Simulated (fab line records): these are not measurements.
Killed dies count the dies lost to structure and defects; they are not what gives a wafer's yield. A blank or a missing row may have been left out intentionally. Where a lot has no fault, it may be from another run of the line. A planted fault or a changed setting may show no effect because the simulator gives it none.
What tool caused it? :: flow n5_finfet :: 12 lots, 36 wafers sampled, at 1 step of a route of 1938

## WHAT THE GAUGES SHOWED, per wafer
N5_BEOL_M11_OCD_MEAS_38.
lot: L075
measured: day 10 19:19
on: ocd-02
trench_depth_nm (nm): 144 144 144

lot: L077
measured: day 11 05:52
on: ocd-02
trench_depth_nm (nm): 145 145 144

lot: L080
measured: day 11 18:08
on: ocd-01
trench_depth_nm (nm): 157 144 141

lot: L081
measured: day 12 03:20
on: ocd-01
trench_depth_nm (nm): 149 154 151

lot: L084
measured: day 13 00:38
on: ocd-02
trench_depth_nm (nm): 146 148 147

lot: L085
measured: day 13 09:46
on: ocd-01
trench_depth_nm (nm): 149 147 151

lot: L087
measured: day 14 12:31
on: ocd-01
trench_depth_nm (nm): 148 148 151

lot: L088
measured: day 15 07:34
on: ocd-02
trench_depth_nm (nm): 146 147 146

lot: L090
measured: day 15 16:34
on: ocd-02
trench_depth_nm (nm): 152 151 151

lot: L092
measured: day 15 18:05
on: ocd-01
trench_depth_nm (nm): 149 151 148

lot: L095
measured: day 16 06:03
on: ocd-02
trench_depth_nm (nm): 147 152 154

lot: L096
measured: day 16 23:43
on: ocd-02
trench_depth_nm (nm): 147 143 150

## TOOL THAT RAN EACH LOT (tool first, then ch and the chambers of the sampled wafers, then the start)
The record shows no process step preceding these readings.

## THE ANSWER, worked out from the rows above alone
Rule: the usual values come from the lots themselves. Put in order of their means at a reading, lots are off if they are a third of the lots or fewer, leave a main group of 4 or more, and stand apart from it by a gap of 3 or more times the standard deviation of the main group's means; of several such gaps the widest counts. Not used: any main group whose means are identical at the precision the tables above print for the reading. Also off: a lot with no number at a reading for which 4 or more lots have one. All remaining lots with rows at the step are treated as sound.
No lot is off on any of the readings shown, so nothing can be concluded from this.

## WHAT HAD BEEN PUT IN BY THE SIMULATOR
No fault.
